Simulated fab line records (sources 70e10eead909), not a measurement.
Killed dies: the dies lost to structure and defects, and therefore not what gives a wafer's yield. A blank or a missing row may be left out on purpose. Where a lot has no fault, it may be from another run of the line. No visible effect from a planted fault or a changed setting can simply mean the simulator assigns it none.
fab line records	flow nand-harc
record lots=24	wafers=72	last-day=34
route steps=1302 shown A_CONTACT@1044
lots that met no fault: taken from a fault-free run of the same line
start-h: hours from the record's opening day to when the first of the lot's shown wafers began	wait-h: hours elapsed since this lot's preceding step	" the same as in the row above	L1.1+2: a row that stands for several wafers	- no value present, or no start provided	* or withheld: withheld	< > ~ a bound
route shown NAME@n: names a module that has steps shown in the file, with the first one's number in the route	usual: mean and standard deviation over wafers with no fault	same: alike in all rows	chamber/n: place in a boat	sites: each site's reading	_std_site: their standard deviation	_edge_site: mean of outer sites minus mean of inner sites	radius-mm: how far each site lies from the wafer's centre	mask NAME#n: copy n	behind: tool/chamber where the wafer was last shaped	hold: why the lot went on hold/how many hours it stayed there/how the hold came to an end	device: transistor that didn't switch, given as n, p or np	end of line: the route-end tests of the same wafers	step lacking rows: just its recipe	killed: the dies lost at the first sort to structure and to defects; this is not the yield of the wafer	map: per-die view of a wafer (x killed, . not killed, _ where there is no die)
set.NAME: the setting the step ran with; set.NAME@STEP: the setting that earlier step ran with	model.NAME: the simulator's own value behind a step, which no gauge read
route steps across a sampled set of lots; one table per step, one row per wafer
services: when a tool's chamber went out of use (start-h, in hours from the record's first day, below 0 if earlier), for how many hours, and the reason
## steps
# step NHARC_A_CONTACT_ETCH_76
# recipe target-depth-a=2600	over-etch-frac=0.3	time-s=475.3	ion-energy-ev=200	n2-flow-sccm=150	h2-flow-sccm=150	ar-flow-sccm=0	rf-w=400	bias-w=150	chemistry=N2/H2
# usual drypump-motor-current-A=6.0/0.36	mfc-ar-sccm=0.002/0.0069	n2-flow-sccm=150.1/0.44	oes-product-au=1.001/0.0078	rf-vpp-V=429.9/2.9	showerhead-plenum-p-Torr=2.01/0.099	throttle-valve-pct=14.171/0.0096
lot.wafer	tool	chamber	start-h	wait-h	drypump-motor-current-A	mfc-ar-sccm	n2-flow-sccm	oes-product-au	rf-hours-counter-h	rf-vpp-V	showerhead-plenum-p-Torr	throttle-valve-pct
L075.2	rie-diel-09	3	-	-	5.8	0	149.1	1.010	1	433.7	2.16	14.169
L075.4	"	1	"	"	6.5	0	150.1	1.010	1	428.8	1.98	14.180
L075.1	"	2	"	"	5.8	0	150.3	1.006	1	426.6	1.92	14.169
L074.4	rie-diel-09	1	-	-	6.5	0	150.5	1.009	2	429.9	1.98	14.169
L074.3	"	2	"	"	5.8	0	150.1	0.994	2	427.7	1.92	14.173
L074.6	"	2	"	"	5.8	0	150.8	1.001	-	428.1	1.92	14.170
L076.4	rie-diel-09	1	-	-	6.4	0	150.8	1.009	3	428.9	1.98	14.176
L076.1	"	3	"	"	5.9	0	150.1	1.000	3	434.9	2.16	14.168
L076.6	"	2	"	"	5.8	0	150.2	0.994	-	426.7	1.92	14.172
L077.1	rie-diel-09	3	-	-	5.9	0	149.6	1.012	3	434.4	2.16	14.174
L077.3	"	1	"	"	6.4	0	149.9	1.006	4	429.6	1.98	14.159
L077.5	"	0	"	"	5.6	0	150.0	0.999	-	429.1	1.94	14.179
L079.4	rie-diel-09	2	-	-	5.8	0	149.3	0.994	8	426.7	1.91	14.160
L079.1	"	0	"	"	5.5	0	150.1	0.992	6	428.5	1.94	14.171
L079.5	"	1	"	"	6.4	0	149.7	1.002	-	428.6	1.98	14.154
L078.2	rie-diel-04	0	-	-	6.1	0	150.4	0.999	0	437.0	2.22	14.166
L078.4	"	1	"	"	6.8	0	149.1	1.016	0	432.7	2.09	14.169
L078.3	"	2	"	"	6.3	0.025	149.8	1.000	0	428.8	1.95	14.162
L080.3	rie-diel-09	3	-	-	5.9	0	150.0	0.996	9	434.0	2.16	14.161
L080.4	"	1	"	"	6.5	0	149.3	1.002	11	430.0	1.98	14.164
L080.5	"	3	"	"	5.9	0	150.1	0.988	-	433.4	2.16	14.162
L082.2	rie-diel-09	0	-	-	5.6	0	150.1	0.993	13	426.5	1.94	14.180
L082.1	"	1	"	"	6.4	0	150.5	1.011	16	430.6	1.98	14.176
L082.6	"	3	"	"	5.9	0	150.1	0.993	-	433.2	2.15	14.162
L081.2	rie-diel-04	0	-	-	6.0	0	150.4	0.996	19	434.4	2.21	14.166
L081.6	"	3	"	"	6.0	0	149.7	0.996	-	426.1	1.96	14.168
L081.5	"	0	"	"	6.1	0	149.9	0.994	-	434.6	2.21	14.187
L083.2	rie-diel-09	2	-	-	5.8	0	150.2	0.990	17	426.3	1.91	14.172
L083.1	"	1	"	"	6.6	0	149.7	0.998	16	428.5	1.98	14.178
L083.6	"	3	"	"	5.9	0	150.1	0.999	-	432.3	2.15	14.178
L084.3	rie-diel-07	3	-	-	5.1	0	150.1	0.996	37	429.0	1.95	14.163
L084.1	"	0	"	"	6.1	0	150.4	1.006	35	431.6	2.06	14.191
L084.6	"	3	"	"	5.1	0	150.1	0.994	-	428.4	1.95	14.168
L085.2	rie-diel-07	2	-	-	6.5	0	149.2	1.009	46	431.8	2.03	14.154
L085.1	"	3	"	"	5.1	0	149.6	0.983	42	429.1	1.95	14.186
L085.5	"	1	"	"	6.1	0.024	150.4	1.015	-	433.6	2.16	14.178
L086.4	rie-diel-09	3	-	-	5.9	0	150.3	1.001	19	434.5	2.15	14.171
L086.2	"	0	"	"	5.6	0	150.4	0.986	18	427.2	1.94	14.169
L086.6	"	3	"	"	5.9	0	149.8	0.999	-	433.5	2.15	14.151
L088.2	rie-diel-09	2	-	-	5.9	0	150.3	1.003	25	425.2	1.91	14.188
L088.4	"	0	"	"	5.6	0	150.4	0.993	21	427.7	1.94	14.156
L088.5	"	2	"	"	5.9	0	150.6	0.998	-	426.8	1.91	14.193
L089.3	rie-diel-09	1	-	-	6.4	0	149.0	1.003	23	428.9	1.98	14.146
L089.4	"	2	"	"	5.8	0	150.4	1.009	25	426.7	1.91	14.175
L089.2	"	3	"	"	5.9	0	150.6	1.004	24	433.8	2.15	14.171
L087.3	rie-diel-04	3	-	-	6.0	0	149.5	0.998	40	427.5	1.96	14.180
L087.2	"	0	"	"	6.0	0	150.1	1.004	40	435.4	2.20	14.173
L087.5	"	3	"	"	6.0	0	149.5	1.002	-	429.8	1.96	14.170
L090.4	rie-diel-09	1	-	-	6.5	0	149.9	1.020	0	428.3	1.98	14.167
L090.3	"	2	"	"	5.9	0	150.1	1.016	0	427.1	1.91	14.167
L090.2	"	3	"	"	5.8	0	150.0	0.998	0	434.2	2.15	14.176
L091.4	rie-diel-04	2	-	-	6.3	0.025	150.6	0.994	49	427.4	1.94	14.187
L091.2	"	1	"	"	6.8	0	150.3	0.995	51	430.3	2.07	14.169
L091.5	"	3	"	"	6.0	0	150.4	1.002	-	429.9	1.95	14.165
L092.1	rie-diel-09	0	-	-	5.6	0	150.3	1.000	2	429.2	1.93	14.180
L092.3	"	3	"	"	5.8	0	150.4	0.997	2	433.0	2.15	14.172
L092.6	"	1	"	"	6.5	0	150.2	1.009	-	429.0	1.98	14.163
L093.1	rie-diel-09	1	-	-	6.4	0	149.9	1.011	6	429.6	1.97	14.157
L093.4	"	3	"	"	5.9	0	149.7	0.998	6	434.4	2.15	14.184
L093.6	"	1	"	"	6.5	0	150.6	1.015	-	429.1	1.97	14.172
L094.4	rie-diel-04	1	-	-	6.8	0	149.1	1.013	4	432.5	2.07	14.158
L094.1	"	3	"	"	6.0	0	149.6	1.004	2	428.6	1.95	14.187
L094.2	"	0	"	"	6.1	0	150.2	1.007	4	434.5	2.19	14.163
L095.1	rie-diel-09	0	-	-	5.5	0	150.0	0.996	7	426.9	1.93	14.188
L095.3	"	3	"	"	5.8	0	149.7	0.998	7	434.3	2.15	14.177
L095.5	"	1	"	"	6.5	0	149.8	1.008	-	429.8	1.97	14.161
L096.2	rie-diel-09	3	-	-	5.9	0	149.3	0.993	8	432.8	2.15	14.163
L096.5	"	3	"	"	5.9	0	149.9	0.995	-	432.3	2.15	14.164
L096.6	"	0	"	"	5.6	0	150.5	0.998	-	424.8	1.93	14.184
L097.1	rie-diel-07	1	-	-	6.1	0.024	149.8	1.000	31	434.0	2.14	14.168
L097.4	"	2	"	"	6.5	0	150.5	0.995	17	429.2	2.02	14.172
L097.5	"	1	"	"	6.1	0.024	150.3	0.997	-	433.2	2.14	14.183
# step NHARC_A_CONTACT_ETCH_129
# recipe source-w=withheld	pressure-mtorr=20	bias-v=3000	time-s=197	target-depth-a=19180	ar-flow-sccm=withheld	c4f8-flow-sccm=withheld	o2-flow-sccm=withheld	chemistry=C4F8/O2/Ar
# usual oes-air-line-au=0.999/0.021
lot.wafer	tool	chamber	start-h	wait-h	oes-air-line-au	rf-hours-counter-h
L075.2	har-cap-etch-01	0	515.80	0.1	0.949	1
L075.1	"	1	"	"	1.038	1
L075.4	"	0	"	"	0.998	-
L074.3	har-cap-etch-03	0	518.79	0.1	0.980	-
L074.4	"	1	"	"	1.027	-
L074.6	"	1	"	"	1.013	-
L076.1	har-cap-etch-03	1	523.93	0.1	0.971	45
L076.4	"	0	"	"	1.029	-
L076.6	"	0	"	"	1.022	-
L077.1	har-cap-etch-01	1	530.08	0.1	0.984	4
L077.3	"	0	"	"	0.999	-
L077.5	"	1	"	"	0.989	-
L079.1	har-cap-etch-01	1	543.88	0.1	0.984	7
L079.4	"	1	"	"	0.986	-
L079.5	"	0	"	"	0.995	-
L078.2	har-cap-etch-02	1	544.98	0.2	1.014	96
L078.4	"	0	"	"	0.994	-
L078.3	"	1	"	"	1.004	-
L080.4	har-cap-etch-03	1	569.37	0.1	1.002	-
L080.3	"	0	"	"	1.004	-
L080.5	"	1	"	"	0.990	-
L082.1	har-cap-etch-03	1	604.20	0.2	1.005	55
L082.2	"	0	"	"	0.991	55
L082.6	"	1	"	"	1.013	-
L081.2	har-cap-etch-01	1	605.76	0.1	1.021	14
L081.5	"	1	"	"	1.003	-
L081.6	"	0	"	"	0.937	-
L083.2	har-cap-etch-02	0	607.77	0.1	0.992	104
L083.1	"	1	"	"	1.004	104
L083.6	"	1	"	"	1.030	-
L084.1	har-cap-etch-03	1	609.74	0.1	0.999	57
L084.3	"	0	"	"	0.995	-
L084.6	"	0	"	"	1.000	-
L085.1	har-cap-etch-03	1	631.78	0.1	0.992	61
L085.2	"	0	"	"	0.975	61
L085.5	"	0	"	"	0.980	-
L086.2	har-cap-etch-02	0	631.94	0.1	0.991	110
L086.4	"	0	"	"	0.991	-
L086.6	"	0	"	"	1.010	-
L088.2	har-cap-etch-03	0	649.10	0.1	0.994	65
L088.4	"	1	"	"	0.947	-
L088.5	"	0	"	"	0.994	-
L089.2	har-cap-etch-01	0	650.78	0.2	1.025	23
L089.4	"	0	"	"	0.995	-
L089.3	"	1	"	"	1.004	-
L087.2	har-cap-etch-02	0	656.27	0.2	0.990	115
L087.3	"	0	"	"	1.013	-
L087.5	"	1	"	"	1.029	-
L090.2	har-cap-etch-02	1	686.15	0.1	0.986	119
L090.3	"	0	"	"	1.025	-
L090.4	"	1	"	"	0.993	-
L091.2	har-cap-etch-01	1	691.01	0.1	1.023	29
L091.4	"	1	"	"	1.006	-
L091.5	"	1	"	"	1.022	-
L092.1	har-cap-etch-02	0	695.27	0.1	1.028	121
L092.3	"	1	"	"	1.005	-
L092.6	"	0	"	"	1.037	-
L093.1	har-cap-etch-02	1	724.50	0.1	0.993	125
L093.4	"	0	"	"	0.981	-
L093.6	"	1	"	"	0.979	-
L094.1	har-cap-etch-01	1	725.34	0.1	0.990	34
L094.2	"	0	"	"	1.048	34
L094.4	"	1	"	"	1.000	-
L095.1	har-cap-etch-03	0	726.30	0.1	0.980	77
L095.3	"	0	"	"	0.986	-
L095.5	"	0	"	"	0.997	-
L096.2	har-cap-etch-01	0	739.98	0.1	1.025	38
L096.6	"	1	"	"	0.968	-
L096.5	"	0	"	"	1.032	-
L097.1	har-cap-etch-02	1	740.75	0.1	0.995	130
L097.4	"	1	"	"	1.000	-
L097.5	"	0	"	"	1.003	-
# step NHARC_A_CONTACT_ETCH_131
# recipe source-w=withheld	pressure-mtorr=20	bias-v=3000	time-s=197	target-depth-a=19180	ar-flow-sccm=withheld	c4f8-flow-sccm=withheld	o2-flow-sccm=withheld	chemistry=C4F8/O2/Ar
# usual oes-air-line-au=1.001/0.02
lot.wafer	tool	chamber	start-h	wait-h	oes-air-line-au	rf-hours-counter-h
L075.2	har-cap-etch-01	0	516.16	0.1	1.008	1
L075.1	"	1	"	"	0.994	1
L075.4	"	0	"	"	1.009	-
L074.3	har-cap-etch-03	0	519.14	0.1	1.012	-
L074.4	"	1	"	"	0.976	-
L074.6	"	1	"	"	0.957	-
L076.1	har-cap-etch-03	1	524.28	0.1	1.032	45
L076.4	"	0	"	"	0.989	-
L076.6	"	0	"	"	1.013	-
L077.1	har-cap-etch-01	1	530.43	0.1	1.039	4
L077.3	"	0	"	"	0.987	-
L077.5	"	1	"	"	1.021	-
L079.1	har-cap-etch-01	1	544.24	0.1	1.008	7
L079.4	"	1	"	"	1.026	-
L079.5	"	0	"	"	0.971	-
L078.2	har-cap-etch-02	1	545.45	0.2	1.026	96
L078.4	"	0	"	"	0.992	-
L078.3	"	1	"	"	1.025	-
L080.4	har-cap-etch-03	1	569.72	0.1	1.026	-
L080.3	"	0	"	"	0.973	-
L080.5	"	1	"	"	1.041	-
L082.1	har-cap-etch-03	1	604.55	0.2	0.986	56
L082.2	"	0	"	"	1.002	56
L082.6	"	1	"	"	1.008	-
L081.2	har-cap-etch-01	1	606.12	0.1	1.005	14
L081.5	"	1	"	"	1.008	-
L081.6	"	0	"	"	0.990	-
L083.2	har-cap-etch-02	0	608.12	0.1	1.013	105
L083.1	"	1	"	"	1.021	105
L083.6	"	1	"	"	1.037	-
L084.1	har-cap-etch-03	1	610.09	0.1	0.971	58
L084.3	"	0	"	"	1.008	-
L084.6	"	0	"	"	1.014	-
L085.1	har-cap-etch-03	1	632.13	0.1	0.991	62
L085.2	"	0	"	"	1.024	62
L085.5	"	0	"	"	1.009	-
L086.2	har-cap-etch-02	0	632.30	0.1	1.022	110
L086.4	"	0	"	"	0.997	-
L086.6	"	0	"	"	1.006	-
L088.2	har-cap-etch-03	0	649.45	0.1	0.972	66
L088.4	"	1	"	"	0.989	-
L088.5	"	0	"	"	0.987	-
L089.2	har-cap-etch-01	0	651.13	0.1	0.970	24
L089.4	"	0	"	"	0.971	-
L089.3	"	1	"	"	0.994	-
L087.2	har-cap-etch-02	0	656.74	0.2	0.964	115
L087.3	"	0	"	"	1.012	-
L087.5	"	1	"	"	0.994	-
L090.2	har-cap-etch-02	1	686.51	0.1	1.002	119
L090.3	"	0	"	"	1.015	-
L090.4	"	1	"	"	0.988	-
L091.2	har-cap-etch-01	1	691.37	0.1	1.010	29
L091.4	"	1	"	"	1.001	-
L091.5	"	1	"	"	1.003	-
L092.1	har-cap-etch-02	0	695.62	0.1	1.010	121
L092.3	"	1	"	"	0.999	-
L092.6	"	0	"	"	0.996	-
L093.1	har-cap-etch-02	1	724.86	0.1	1.027	125
L093.4	"	0	"	"	1.032	-
L093.6	"	1	"	"	1.024	-
L094.1	har-cap-etch-01	1	725.69	0.1	0.991	34
L094.2	"	0	"	"	1.007	34
L094.4	"	1	"	"	1.024	-
L095.1	har-cap-etch-03	0	726.66	0.1	0.996	77
L095.3	"	0	"	"	1.015	-
L095.5	"	0	"	"	1.011	-
L096.2	har-cap-etch-01	0	740.34	0.1	1.014	38
L096.6	"	1	"	"	1.010	-
L096.5	"	0	"	"	0.989	-
L097.1	har-cap-etch-02	1	741.10	0.1	1.007	131
L097.4	"	1	"	"	1.011	-
L097.5	"	0	"	"	0.982	-
# step NHARC_A_CONTACT_INSPECT_10
# usual raw-defect-count=89/43
lot.wafer	tool	chamber	start-h	wait-h	raw-defect-count
L075.1	defect-inspect-01	-	520.96	0.0	77
L075.2	"	-	"	"	74
L075.4	"	-	"	"	66
L074.3	defect-inspect-01	-	523.85	0.0	99
L074.4	"	-	"	"	114
L074.6	"	-	"	"	82
L076.1	defect-inspect-02	-	533.00	0.0	99
L076.4	"	-	"	"	81
L076.6	"	-	"	"	110
L077.1	defect-inspect-02	-	535.59	0.0	160
L077.3	"	-	"	"	154
L077.5	"	-	"	"	136
L079.1	defect-inspect-02	-	551.37	0.0	90
L079.4	"	-	"	"	68
L079.5	"	-	"	"	89
L078.2	defect-inspect-02	-	553.29	0.0	88
L078.3	"	-	"	"	102
L078.4	"	-	"	"	105
L080.3	defect-inspect-02	-	574.59	0.0	125
L080.4	"	-	"	"	127
L080.5	"	-	"	"	120
L082.1	defect-inspect-01	-	610.64	0.0	147
L082.2	"	-	"	"	123
L082.6	"	-	"	"	115
L081.2	defect-inspect-01	-	615.62	0.0	22
L081.5	"	-	"	"	30
L081.6	"	-	"	"	31
L083.1	defect-inspect-02	-	617.37	0.0	94
L083.2	"	-	"	"	86
L083.6	"	-	"	"	73
L084.1	defect-inspect-02	-	622.25	0.0	119
L084.3	"	-	"	"	109
L084.6	"	-	"	"	123
L085.1	defect-inspect-01	-	639.08	0.0	23
L085.2	"	-	"	"	15
L085.5	"	-	"	"	22
L086.2	defect-inspect-02	-	640.77	0.0	111
L086.4	"	-	"	"	117
L086.6	"	-	"	"	111
L088.2	defect-inspect-02	-	654.39	0.0	129
L088.4	"	-	"	"	117
L088.5	"	-	"	"	125
L089.2	defect-inspect-02	-	656.36	0.0	29
L089.3	"	-	"	"	28
L089.4	"	-	"	"	30
L087.2	defect-inspect-02	-	661.89	0.0	47
L087.3	"	-	"	"	54
L087.5	"	-	"	"	52
L090.2	defect-inspect-01	-	691.29	0.0	166
L090.3	"	-	"	"	203
L090.4	"	-	"	"	159
L091.2	defect-inspect-01	-	696.29	0.0	78
L091.4	"	-	"	"	73
L091.5	"	-	"	"	85
L092.1	defect-inspect-02	-	700.87	0.0	105
L092.3	"	-	"	"	144
L092.6	"	-	"	"	119
L093.1	defect-inspect-01	-	729.62	0.0	85
L093.4	"	-	"	"	75
L093.6	"	-	"	"	92
L094.1	defect-inspect-02	-	730.58	0.0	102
L094.2	"	-	"	"	100
L094.4	"	-	"	"	75
L095.1	defect-inspect-02	-	731.61	0.0	18
L095.3	"	-	"	"	26
L095.5	"	-	"	"	11
L096.2	defect-inspect-01	-	751.65	0.0	34
L096.5	"	-	"	"	26
L096.6	"	-	"	"	26
L097.1	defect-inspect-01	-	753.20	0.0	119
L097.4	"	-	"	"	119
L097.5	"	-	"	"	126
# step NHARC_A_CONTACT_ETCH_31
# recipe target-depth-a=28000	over-etch-frac=0.3	time-s=728	ion-energy-ev=150	o2-flow-sccm=400	cos-flow-sccm=20	ar-flow-sccm=0	rf-w=500	bias-w=300	chemistry=O2/COS
# usual drypump-motor-current-A=6.0/0.38	mfc-ar-sccm=0.002/0.0067	o2-flow-sccm=399.9/1.2	oes-product-au=1.000/0.0079	rf-vpp-V=313.4/2.1	showerhead-plenum-p-Torr=3.08/0.14	throttle-valve-pct=28.332/0.0088
lot.wafer	tool	chamber	start-h	wait-h	drypump-motor-current-A	mfc-ar-sccm	o2-flow-sccm	oes-product-au	rf-hours-counter-h	rf-vpp-V	showerhead-plenum-p-Torr	throttle-valve-pct
L075.1	rie-diel-07	1	-	-	6.1	0.024	398.9	1.007	12	318.5	3.31	28.337
L075.4	"	2	"	"	6.5	0	399.5	0.994	12	313.6	3.12	28.336
L075.2	"	0	"	"	6.1	0	401.4	0.998	9	314.4	3.16	28.328
L074.4	rie-diel-04	0	-	-	6.1	0	399.9	0.995	64	310.9	2.91	28.329
L074.3	"	2	"	"	6.4	0.025	399.4	1.008	53	311.4	3.00	28.326
L074.6	"	0	"	"	6.0	0	399.8	1.005	-	310.6	2.91	28.331
L076.1	rie-diel-07	1	-	-	6.1	0.024	401.0	0.986	17	316.2	3.30	28.322
L076.4	"	2	"	"	6.5	0	400.5	1.001	17	314.3	3.12	28.332
L076.6	"	3	"	"	5.1	0	398.3	1.000	-	311.6	3.01	28.357
L077.3	rie-diel-09	0	-	-	5.6	0	402.0	0.996	5	312.6	2.98	28.328
L077.1	"	1	"	"	6.5	0	400.5	0.997	7	313.8	3.04	28.338
L077.5	"	2	"	"	5.8	0	399.2	1.002	-	310.7	2.95	28.349
L079.4	rie-diel-09	1	-	-	6.5	0	397.2	1.000	9	311.7	3.04	28.341
L079.1	"	3	"	"	5.9	0	399.6	1.008	7	316.3	3.29	28.324
L079.5	"	1	"	"	6.5	0	398.9	1.001	-	312.6	3.04	28.351
L078.2	rie-diel-09	1	-	-	6.5	0	399.1	1.006	10	312.1	3.04	28.332
L078.3	"	2	"	"	5.8	0	399.2	0.997	10	311.3	2.95	28.338
L078.4	"	0	"	"	5.6	0	401.3	0.986	8	311.1	2.98	28.338
L080.3	rie-diel-09	3	-	-	5.9	0	400.7	1.003	10	316.8	3.28	28.333
L080.4	"	2	"	"	5.9	0	398.9	0.997	13	312.8	2.94	28.329
L080.5	"	3	"	"	5.9	0	400.0	1.002	-	315.1	3.28	28.349
L082.2	rie-diel-09	2	-	-	5.9	0	399.7	0.995	19	311.4	2.94	28.333
L082.1	"	3	"	"	5.9	0	399.7	1.003	16	316.6	3.28	28.323
L082.6	"	1	"	"	6.5	0	396.9	1.005	-	311.5	3.04	28.336
L081.2	rie-diel-07	0	-	-	6.0	0	399.5	1.019	39	315.3	3.14	28.339
L081.6	"	2	"	"	6.5	0	400.9	1.009	-	314.0	3.11	28.343
L081.5	"	3	"	"	5.1	0	399.6	1.005	-	313.5	3.00	28.322
L083.2	rie-diel-09	3	-	-	5.9	0	400.9	0.988	17	317.3	3.28	28.341
L083.1	"	1	"	"	6.5	0	398.6	0.999	19	312.1	3.04	28.342
L083.6	"	3	"	"	5.9	0	402.2	0.985	-	316.1	3.28	28.346
L084.3	rie-diel-09	1	-	-	6.5	0	398.3	0.999	20	311.8	3.04	28.322
L084.1	"	2	"	"	5.9	0	402.1	1.003	21	310.6	2.94	28.330
L084.6	"	0	"	"	5.6	0	397.7	0.997	-	313.4	2.98	28.324
L085.2	rie-diel-09	2	-	-	5.8	0	400.1	0.992	23	311.9	2.94	28.331
L085.1	"	0	"	"	5.6	0	400.0	0.989	19	312.0	2.98	28.336
L085.5	"	3	"	"	5.9	0	401.6	1.001	-	317.1	3.28	28.320
L086.2	rie-diel-04	2	-	-	6.4	0.025	401.9	1.011	31	312.3	2.98	28.339
L086.4	"	3	"	"	6.1	0	398.9	1.012	33	312.5	3.01	28.319
L086.6	"	1	"	"	6.7	0	399.5	1.017	-	314.0	3.18	28.319
L088.4	rie-diel-09	3	-	-	5.9	0	399.0	0.997	25	315.9	3.28	28.339
L088.2	"	1	"	"	6.4	0	400.1	1.003	24	313.1	3.03	28.332
L088.5	"	3	"	"	5.9	0	399.9	0.998	-	314.2	3.28	28.333
L089.2	rie-diel-09	3	-	-	5.9	0	399.4	1.000	26	315.7	3.28	28.327
L089.3	"	0	"	"	5.6	0	399.8	0.990	23	311.6	2.97	28.339
L089.4	"	2	"	"	5.9	0	400.6	0.991	28	312.5	2.94	28.323
L087.2	rie-diel-04	0	-	-	6.0	0	399.3	0.992	44	316.9	3.35	28.338
L087.3	"	2	"	"	6.4	0.025	401.9	0.989	40	312.2	2.98	28.309
L087.5	"	0	"	"	6.1	0	401.9	0.992	-	317.2	3.35	28.329
L090.2	rie-diel-09	1	-	-	6.5	0	399.8	1.002	1	312.3	3.03	28.333
L090.3	"	2	"	"	5.9	0	398.9	0.995	1	310.0	2.94	28.339
L090.4	"	3	"	"	5.9	0	400.0	1.003	1	316.3	3.28	28.333
L091.2	rie-diel-09	2	-	-	5.9	0	399.8	1.007	2	311.3	2.94	28.337
L091.4	"	1	"	"	6.5	0	400.9	1.016	3	313.3	3.03	28.323
L091.5	"	3	"	"	5.9	0	399.1	0.995	-	317.5	3.27	28.337
L092.1	rie-diel-09	3	-	-	5.8	0	397.8	1.007	3	315.7	3.27	28.330
L092.3	"	2	"	"	5.8	0	399.5	1.003	3	312.7	2.94	28.324
L092.6	"	3	"	"	5.9	0	399.4	0.993	-	315.4	3.27	28.347
L093.1	rie-diel-04	3	-	-	6.0	0	400.0	1.007	5	311.5	2.99	28.330
L093.4	"	0	"	"	6.0	0	399.9	1.008	7	316.7	3.34	28.343
L093.6	"	2	"	"	6.3	0.025	399.3	1.008	-	311.6	2.97	28.338
L094.2	rie-diel-09	1	-	-	6.4	0	398.6	1.012	8	312.8	3.03	28.318
L094.4	"	2	"	"	5.9	0	400.2	1.002	7	310.7	2.93	28.320
L094.1	"	3	"	"	5.9	0	400.0	1.007	8	316.1	3.27	28.337
L095.1	rie-diel-04	0	-	-	6.1	0	401.0	1.003	8	317.8	3.34	28.331
L095.3	"	2	"	"	6.3	0.025	399.2	0.998	7	312.5	2.97	28.346
L095.5	"	0	"	"	6.1	0	400.8	1.002	-	317.6	3.34	28.321
L096.2	rie-diel-09	1	-	-	6.5	0	398.6	1.016	11	313.6	3.03	28.333
L096.6	"	2	"	"	5.8	0	399.3	1.009	-	310.5	2.93	28.341
L096.5	"	3	"	"	5.9	0	400.3	1.007	-	316.3	3.27	28.341
L097.1	rie-diel-09	1	-	-	6.4	0	399.7	1.010	12	311.7	3.03	28.340
L097.4	"	3	"	"	5.8	0	400.0	0.993	12	316.1	3.27	28.326
L097.5	"	2	"	"	5.8	0	396.8	1.004	-	311.9	2.93	28.316
# step NHARC_A_CONTACT_ETCH_134
# recipe source-w=withheld	pressure-mtorr=20	bias-v=withheld	time-s=140	target-depth-a=7000	ar-flow-sccm=withheld	c4f8-flow-sccm=withheld	o2-flow-sccm=withheld	chemistry=C4F8/O2/Ar
# usual oes-air-line-au=0.998/0.022
lot.wafer	tool	chamber	start-h	wait-h	oes-air-line-au	rf-hours-counter-h
L075.2	har-cap-etch-01	0	522.14	-	1.057	2
L075.1	"	1	"	"	0.997	2
L075.4	"	1	"	"	0.999	-
L074.3	har-cap-etch-02	0	525.10	-	1.037	-
L074.4	"	1	"	"	0.980	-
L074.6	"	0	"	"	0.993	-
L076.1	har-cap-etch-01	0	534.87	-	1.002	5
L076.4	"	0	"	"	1.027	-
L076.6	"	1	"	"	0.994	-
L077.1	har-cap-etch-03	1	536.81	-	1.006	48
L077.3	"	1	"	"	1.009	-
L077.5	"	0	"	"	1.004	-
L079.1	har-cap-etch-03	1	552.60	-	0.977	49
L079.4	"	0	"	"	1.000	-
L079.5	"	0	"	"	1.002	-
L078.2	har-cap-etch-01	0	554.48	-	1.027	8
L078.3	"	0	"	"	0.996	-
L078.4	"	1	"	"	1.014	-
L080.3	har-cap-etch-01	1	575.84	-	0.946	-
L080.4	"	0	"	"	1.006	-
L080.5	"	1	"	"	0.964	-
L082.2	har-cap-etch-01	1	611.89	-	1.020	15
L082.1	"	0	"	"	1.046	15
L082.6	"	0	"	"	1.024	-
L081.2	har-cap-etch-01	1	616.84	-	1.008	16
L081.6	"	0	"	"	1.004	-
L081.5	"	1	"	"	0.988	-
L083.2	har-cap-etch-02	1	618.55	-	1.000	107
L083.1	"	0	"	"	0.967	107
L083.6	"	1	"	"	0.982	-
L084.1	har-cap-etch-01	0	623.49	-	1.055	17
L084.3	"	0	"	"	1.025	-
L084.6	"	1	"	"	1.009	-
L085.2	har-cap-etch-02	1	640.26	-	1.019	111
L085.1	"	0	"	"	0.985	111
L085.5	"	1	"	"	1.008	-
L086.2	har-cap-etch-01	1	642.45	-	1.002	21
L086.4	"	0	"	"	0.960	-
L086.6	"	0	"	"	0.995	-
L088.2	har-cap-etch-03	0	655.61	-	0.975	66
L088.4	"	1	"	"	1.028	-
L088.5	"	1	"	"	1.019	-
L089.2	har-cap-etch-01	0	657.55	-	0.968	24
L089.3	"	0	"	"	0.955	-
L089.4	"	1	"	"	0.979	-
L087.2	har-cap-etch-03	0	663.70	-	1.013	68
L087.3	"	0	"	"	0.998	-
L087.5	"	0	"	"	1.025	-
L090.2	har-cap-etch-03	1	692.48	-	0.973	71
L090.4	"	1	"	"	0.980	-
L090.3	"	0	"	"	1.027	-
L091.2	har-cap-etch-01	0	697.47	-	0.996	30
L091.4	"	0	"	"	1.029	-
L091.5	"	1	"	"	0.993	-
L092.1	har-cap-etch-03	0	702.06	-	1.004	73
L092.3	"	1	"	"	0.982	-
L092.6	"	0	"	"	0.989	-
L093.1	har-cap-etch-03	0	730.81	-	1.030	78
L093.4	"	1	"	"	0.988	-
L093.6	"	1	"	"	1.054	-
L094.2	har-cap-etch-02	0	731.77	-	0.981	128
L094.1	"	1	"	"	1.015	128
L094.4	"	1	"	"	1.021	-
L095.1	har-cap-etch-03	1	732.91	-	0.991	79
L095.3	"	1	"	"	1.031	-
L095.5	"	1	"	"	0.972	-
L096.2	har-cap-etch-02	1	752.87	-	0.979	131
L096.6	"	0	"	"	0.988	-
L096.5	"	1	"	"	1.004	-
L097.1	har-cap-etch-03	0	754.41	-	1.009	83
L097.4	"	0	"	"	0.973	-
L097.5	"	1	"	"	1.024	-
## services
tool	chamber	start-h	hours	kind
rie-diel-09	-	497.10	9.0	pm
rie-diel-09	0	497.10	9.0	vent-cycle
rie-diel-09	1	497.10	9.0	vent-cycle
rie-diel-09	2	497.10	9.0	vent-cycle
rie-diel-09	3	497.10	9.0	vent-cycle
har-cap-etch-01	-	497.24	17.0	pm
rie-diel-09	0	506.10	-	clean
rie-diel-09	1	506.10	-	clean
rie-diel-07	-	510.32	0.1	repair
rie-diel-04	-	533.09	9.0	pm
rie-diel-07	0	544.77	7.0	repair
rie-diel-04	-	611.73	0.7	repair
rie-diel-09	1	624.67	4.9	repair
rie-diel-07	0	634.89	8.1	repair
rie-diel-07	-	651.93	9.0	pm
rie-diel-09	-	662.10	3.7	repair
rie-diel-09	-	674.10	9.0	pm
rie-diel-07	3	700.75	5.1	repair
rie-diel-07	2	704.29	22.1	repair
rie-diel-04	1	704.74	2.4	repair
rie-diel-04	-	710.09	9.0	pm
rie-diel-07	-	736.39	1.2	repair
har-cap-etch-02	-	751.99	0.6	repair
har-cap-etch-02	-	754.39	17.0	pm
## key
fault none
